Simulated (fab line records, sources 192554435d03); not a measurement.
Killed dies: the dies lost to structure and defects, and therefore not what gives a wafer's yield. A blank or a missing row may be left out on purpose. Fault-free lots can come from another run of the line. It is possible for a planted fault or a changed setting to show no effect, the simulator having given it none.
2 desks, one fault | flow n5Finfet | each desk has only its own numbers; what lay behind them comes last

## THE DEFECT DESK
Inspection counts along the route, by lot: the mean over sampled wafers that carry a number. Marked OUT: a lot whose mean sits more than 4 standard deviations from the usual mean, which makes it out of limits; the brackets give that distance.
Columns: A = rawDefectCount at N5_BEOL_M13_INSPECT_12, usual 2.0
lot  | first seen here | A
L798 | day 10 16:22    | 2.3
L799 | day 10 22:38    | 1.7
L800 | day 11 06:34    | 3.0
L801 | day 11 08:29    | 2.7
L802 | day 11 20:41    | 1.3
L811 | day 14 08:32    | 2.5
L812 | day 14 13:21    | 2.5
L813 | day 14 16:28    | 2.3
L816 | day 15 22:28    | 1.3
L820 | day 17 00:43    | 2.7
Result from this desk: across the 10 lots, nothing is out of limits.

## THE TOOL OWNER'S DESK: pvdSputter-01
The tool's own readings at N5_BEOL_M13_SPUTTER_43 (material TaN, target thk 15 nm, time 24.19 s): means of the sampled wafers that have a number, for each lot that ran on this tool. Marked OUT: a lot whose mean sits more than 4 standard deviations from the usual mean, which makes it out of limits; the brackets give that distance.
Columns: A = susceptorTempC at N5_BEOL_M13_SPUTTER_43, usual 50.01 C; B = throttleValvePct at N5_BEOL_M13_SPUTTER_43, usual 30.3 %
lot  | first seen here | A     | B
L800 | day 11 12:09    | 50.13 | 30.5
L802 | day 12 04:35    | 50.05 | 30.5
L811 | day 14 11:47    | 50.10 | 31.2
L812 | day 14 17:13    | 49.99 | 31.1
Result from this desk: across the 4 lots, nothing is out of limits.

## BROUGHT TOGETHER
The defect desk saw nothing out of limits.
Nothing out of limits was seen by the tool owner's desk.

## WHAT THE SIMULATOR HAD PUT IN
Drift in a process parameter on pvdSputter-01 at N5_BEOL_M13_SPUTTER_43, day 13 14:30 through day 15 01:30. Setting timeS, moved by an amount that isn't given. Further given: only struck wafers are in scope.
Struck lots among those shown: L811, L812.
